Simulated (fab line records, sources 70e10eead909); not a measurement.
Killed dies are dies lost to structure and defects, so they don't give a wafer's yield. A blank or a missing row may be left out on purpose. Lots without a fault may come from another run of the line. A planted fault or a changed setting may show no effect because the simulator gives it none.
Which tool did it? | flow nand_harc | 23 lots, 69 wafers sampled, at 3 steps of a route of 1159

WHAT THE GAUGES READ, wafer by wafer
NHARC_P_M1_CD_MEAS_16.
lot  | measured     | on        | cd_nm (nm)
L074 | day 6 03:16  | cd_sem-02 | 130.4 131.0 129.6
L075 | day 6 16:20  | cd_sem-01 | 129.0 128.9 129.7
L076 | day 6 16:49  | cd_sem-01 | 129.5 130.4 130.2
L077 | day 6 18:26  | cd_sem-03 | 131.2 129.7 131.5
L079 | day 7 09:06  | cd_sem-02 | 129.8 130.1 131.3
L078 | day 7 09:58  | cd_sem-01 | 130.7 130.3 131.7
L080 | day 7 10:10  | cd_sem-02 | 129.6 129.6 130.2
L081 | day 7 17:17  | cd_sem-01 | 130.9 130.4 130.4
L083 | day 8 03:38  | cd_sem-03 | 130.0 130.0 128.4
L082 | day 8 06:22  | cd_sem-02 | 130.6 130.8 131.1
L085 | day 8 17:29  | cd_sem-01 | 129.7 130.1 130.3
L086 | day 9 06:19  | cd_sem-03 | 130.5 129.8 130.3
L088 | day 9 06:39  | cd_sem-02 | 129.9 131.2 128.7
L087 | day 9 07:26  | cd_sem-02 | 130.1 129.2 130.1
L089 | day 9 22:50  | cd_sem-02 | 130.4 130.1 130.1
L090 | day 9 23:25  | cd_sem-02 | 130.2 129.7 129.8
L092 | day 10 08:55 | cd_sem-01 | 130.2 129.8 130.0
L091 | day 10 09:25 | cd_sem-03 | 129.2 129.5 129.8
L093 | day 10 13:13 | cd_sem-02 | 129.1 130.7 130.1
L094 | day 11 01:13 | cd_sem-02 | 130.1 130.5 131.0
L095 | day 11 05:41 | cd_sem-01 | 130.4 130.5 130.0
L097 | day 11 10:35 | cd_sem-03 | 131.3 130.7 129.2
L096 | day 11 11:41 | cd_sem-03 | 129.5 130.3 129.5

WHICH TOOL RAN EACH LOT (tool, then ch and the chambers of the sampled wafers, then the start)
lot  | NHARC_P_M1_DESCUM_14               | NHARC_P_M1_ETCH_35
L074 | rie_diel-04 ch 1,2,3, day 6 02:58  | rie_diel-04 ch 0,1,2, day 6 03:03
L075 | rie_diel-04 ch 0,3, day 6 16:02    | rie_diel-04 ch 0,1, day 6 16:07
L076 | rie_diel-01 ch 0,2,3, day 6 16:31  | rie_diel-01 ch 1,3, day 6 16:36
L077 | rie_diel-06 ch 1,2,3, day 6 18:08  | rie_diel-06 ch 0,1,3, day 6 18:13
L079 | rie_diel-04 ch 0,1, day 7 08:47    | rie_diel-04 ch 1,3, day 7 08:52
L078 | rie_diel-01 ch 0,2, day 7 09:40    | rie_diel-01 ch 0,2, day 7 09:45
L080 | rie_diel-04 ch 0,1,3, day 7 09:53  | rie_diel-04 ch 2,3, day 7 09:56
L081 | rie_diel-06 ch 2,3, day 7 16:59    | rie_diel-06 ch 1,2, day 7 17:04
L083 | rie_diel-06 ch 0,1,3, day 8 03:19  | rie_diel-06 ch 0,3, day 8 03:24
L082 | rie_diel-01 ch 0,1,2, day 8 06:04  | rie_diel-01 ch 0,1,3, day 8 06:09
L085 | rie_diel-01 ch 0,1,2, day 8 17:11  | rie_diel-01 ch 1,2, day 8 17:16
L086 | rie_diel-04 ch 0,1, day 9 05:58    | rie_diel-04 ch 0,1, day 9 06:04
L088 | rie_diel-06 ch 1,3, day 9 06:19    | rie_diel-06 ch 1,3, day 9 06:24
L087 | rie_diel-01 ch 1,3, day 9 07:08    | rie_diel-01 ch 0,1, day 9 07:13
L089 | rie_diel-04 ch 1,2,3, day 9 22:32  | rie_diel-04 ch 0,1,3, day 9 22:37
L090 | rie_diel-06 ch 0,3, day 9 23:04    | rie_diel-06 ch 0,3, day 9 23:11
L092 | rie_diel-01 ch 0,1,3, day 10 08:17 | rie_diel-01 ch 0,1,3, day 10 08:42
L091 | rie_diel-01 ch 0,1,3, day 10 09:05 | rie_diel-01 ch 0,2, day 10 09:10
L093 | rie_diel-06 ch 0,3, day 10 12:52   | rie_diel-06 ch 0,1, day 10 12:58
L094 | rie_diel-06 ch 2,3, day 11 00:55   | rie_diel-06 ch 0,2,3, day 11 01:01
L095 | rie_diel-01 ch 0,1, day 11 05:23   | rie_diel-01 ch 1,2,3, day 11 05:29
L097 | rie_diel-06 ch 0,1,2, day 11 10:17 | rie_diel-06 ch 0,1, day 11 10:22
L096 | rie_diel-06 ch 0,2,3, day 11 11:23 | rie_diel-06 ch 0,2,3, day 11 11:28
- NHARC_P_M1_DESCUM_14: chemistry O2, time 3 s.
- NHARC_P_M1_ETCH_35: etches the open film in N2/H2, target depth 40 nm, overetch 12 nm, time 43.94 s.

WHAT THE TOOLS THEMSELVES READ (means of the sampled wafers that have a number; where no wafer has one, the mark that the record gives instead)
NHARC_P_M1_DESCUM_14.
lot  | tool        | drypump_motor_current_A (A) | oes_product_au (a.u.) | rf_vpp_V (V) | showerhead_plenum_p_Torr (Torr) | throttle_valve_pct (%)
L074 | rie_diel-04 | 6.1                         | 0.987                 | 57.0         | 1.83                            | 11.309
L075 | rie_diel-04 | 5.5                         | 0.994                 | 57.9         | 1.93                            | 11.328
L076 | rie_diel-01 | 6.1                         | 1.019                 | 58.0         | 1.94                            | 11.303
L077 | rie_diel-06 | 5.9                         | 0.996                 | 57.4         | 1.92                            | 11.313
L079 | rie_diel-04 | 5.1                         | 0.990                 | 57.5         | 1.95                            | 11.321
L078 | rie_diel-01 | 5.6                         | 1.013                 | 58.5         | 2.02                            | 11.302
L080 | rie_diel-04 | 5.6                         | 0.991                 | 56.9         | 1.88                            | 11.311
L081 | rie_diel-06 | 5.6                         | 0.997                 | 58.2         | 1.95                            | 11.312
L083 | rie_diel-06 | 6.2                         | 0.999                 | 58.4         | 1.97                            | 11.308
L082 | rie_diel-01 | 5.7                         | 1.002                 | 58.5         | 1.97                            | 11.316
L085 | rie_diel-01 | 5.7                         | 0.992                 | 58.5         | 1.97                            | 11.305
L086 | rie_diel-04 | 5.3                         | 0.990                 | 58.2         | 1.90                            | 11.310
L088 | rie_diel-06 | 6.1                         | 1.007                 | 57.9         | 1.90                            | 11.304
L087 | rie_diel-01 | 6.3                         | 1.009                 | 58.1         | 1.83                            | 11.306
L089 | rie_diel-04 | 6.1                         | 0.989                 | 58.2         | 1.83                            | 11.320
L090 | rie_diel-06 | 6.3                         | 1.006                 | 58.3         | 2.04                            | 11.315
L092 | rie_diel-01 | 6.2                         | 1.001                 | 57.5         | 1.89                            | 11.311
L091 | rie_diel-01 | 6.2                         | 1.006                 | 58.0         | 1.89                            | 11.309
L093 | rie_diel-06 | 6.3                         | 0.997                 | 58.9         | 2.04                            | 11.308
L094 | rie_diel-06 | 5.7                         | 1.007                 | 59.3         | 1.97                            | 11.317
L095 | rie_diel-01 | 5.8                         | 0.997                 | 58.0         | 1.93                            | 11.308
L097 | rie_diel-06 | 6.1                         | 0.994                 | 57.9         | 1.95                            | 11.312
L096 | rie_diel-06 | 5.9                         | 0.993                 | 57.4         | 1.99                            | 11.321

NHARC_P_M1_ETCH_35.
lot  | tool        | drypump_motor_current_A (A) | oes_product_au (a.u.) | rf_vpp_V (V) | showerhead_plenum_p_Torr (Torr) | throttle_valve_pct (%)
L074 | rie_diel-04 | 5.6                         | 0.994                 | 429.6        | 2.01                            | 14.171
L075 | rie_diel-04 | 5.2                         | 0.995                 | 430.9        | 2.07                            | 14.171
L076 | rie_diel-01 | 5.9                         | 1.006                 | 429.1        | 1.98                            | 14.169
L077 | rie_diel-06 | 6.2                         | 1.003                 | 432.8        | 2.10                            | 14.177
L079 | rie_diel-04 | 6.1                         | 0.991                 | 427.3        | 1.94                            | 14.172
L078 | rie_diel-01 | 6.0                         | 0.997                 | 433.5        | 2.14                            | 14.173
L080 | rie_diel-04 | 6.4                         | 0.997                 | 426.9        | 1.93                            | 14.164
L081 | rie_diel-06 | 5.8                         | 1.006                 | 430.0        | 2.03                            | 14.179
L083 | rie_diel-06 | 6.3                         | 1.006                 | 433.5        | 2.18                            | 14.167
L082 | rie_diel-01 | 6.2                         | 1.001                 | 429.6        | 2.02                            | 14.170
L085 | rie_diel-01 | 5.3                         | 1.000                 | 433.5        | 2.13                            | 14.167
L086 | rie_diel-04 | 5.2                         | 0.993                 | 431.5        | 2.07                            | 14.174
L088 | rie_diel-06 | 6.0                         | 1.000                 | 431.9        | 2.08                            | 14.177
L087 | rie_diel-01 | 6.0                         | 1.001                 | 432.0        | 2.09                            | 14.165
L089 | rie_diel-04 | 5.6                         | 0.986                 | 429.5        | 2.01                            | 14.170
L090 | rie_diel-06 | 6.3                         | 1.005                 | 433.4        | 2.18                            | 14.172
L092 | rie_diel-01 | 6.2                         | 1.008                 | 429.8        | 2.01                            | 14.175
L091 | rie_diel-01 | 6.0                         | 1.005                 | 432.6        | 2.13                            | 14.173
L093 | rie_diel-06 | 6.4                         | 1.001                 | 429.9        | 2.05                            | 14.167
L094 | rie_diel-06 | 6.0                         | 1.005                 | 433.1        | 2.13                            | 14.171
L095 | rie_diel-01 | 5.8                         | 1.005                 | 430.2        | 2.03                            | 14.162
L097 | rie_diel-06 | 6.4                         | 0.995                 | 430.6        | 2.05                            | 14.171
L096 | rie_diel-06 | 5.9                         | 1.007                 | 432.5        | 2.12                            | 14.171

THE ANSWER, worked out from the rows above alone
Rule: what is usual is taken from the lots themselves. Put in order of their means at a reading, lots are off if they are a third of the lots or fewer, leave a main group of 4 or more, and stand apart from it by a gap of 3 or more times the standard deviation of the main group's means; of several such gaps the widest counts. A main group whose means are all the same, to the digits that the tables above print for the reading, isn't used. A lot without any number at a reading at which 4 lots or more have one is off too. The other lots that the step has rows for count as sound. The gauges are gone through in route order, then the tools' own readings, and for those a lot's mean is taken as printed above. The first step at which some lot is off is used, and at that step the reading that is off furthest; a lot without a number counts as furthest.
No lot is off at any reading shown: from this, nothing can be told.

WHAT THE SIMULATOR HAD PUT IN
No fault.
